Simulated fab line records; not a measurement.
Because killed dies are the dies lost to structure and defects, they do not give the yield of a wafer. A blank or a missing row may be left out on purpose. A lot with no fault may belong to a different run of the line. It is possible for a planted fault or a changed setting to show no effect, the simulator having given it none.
Matching of chambers	flow nand_harc	NHARC_A_STAIRCASE_DEP_322 on pecvd-04: 3 sister chambers
The step deposits SiO2, target thk 7200 nm. 3 wafers are shown with their chamber, then 11 later ones without.

WAFERS WITH THEIR CHAMBER
wafer	chamber	heater_power_w (W)
L086.2	2	588
L086.4	0	730
L088.3	1	658

WAFERS WHOSE CHAMBER IS MISSING
wafer	heater_power_w (W)
L088.4	541
L088.6	667
L090.1	883
L090.2	779
L090.3	613
L095.3	750
L095.5	543
L095.6	731
L096.1	813
L096.3	811
L096.5	738

THE CHAMBER EACH PASSED THROUGH
wafer	from the rows above	in truth
L088.4	can't be placed: 2 or 1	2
L088.6	can't be placed: 1 or 0 or 2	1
L090.1	can't be placed: 0 or 1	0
L090.2	can't be placed: 0 or 1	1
L090.3	can't be placed: 2 or 1 or 0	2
L095.3	can't be placed: 0 or 1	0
L095.5	can't be placed: 2 or 1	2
L095.6	can't be placed: 0 or 1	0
L096.1	can't be placed: 0 or 1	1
L096.3	can't be placed: 0 or 1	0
L096.5	can't be placed: 0 or 1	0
Correctly placed: 0 of 11. Can't be placed from these rows: 11 (the true chamber is among the candidates in 11). 0 placed wrongly.
How it was worked out, from the rows above alone: a wafer's distance from a chamber is the root of the sum, over the readings, of the square of ((its reading less the chamber's mean) divided by the reading's scatter). The wafer belongs to the nearest chamber; if the next one is less than 2 further off, it can't be placed. A chamber's mean is the mean of its shown wafers. The scatter: with one shown wafer a chamber, the root of the mean of the squares of how far each hidden wafer lies from its nearest shown one.
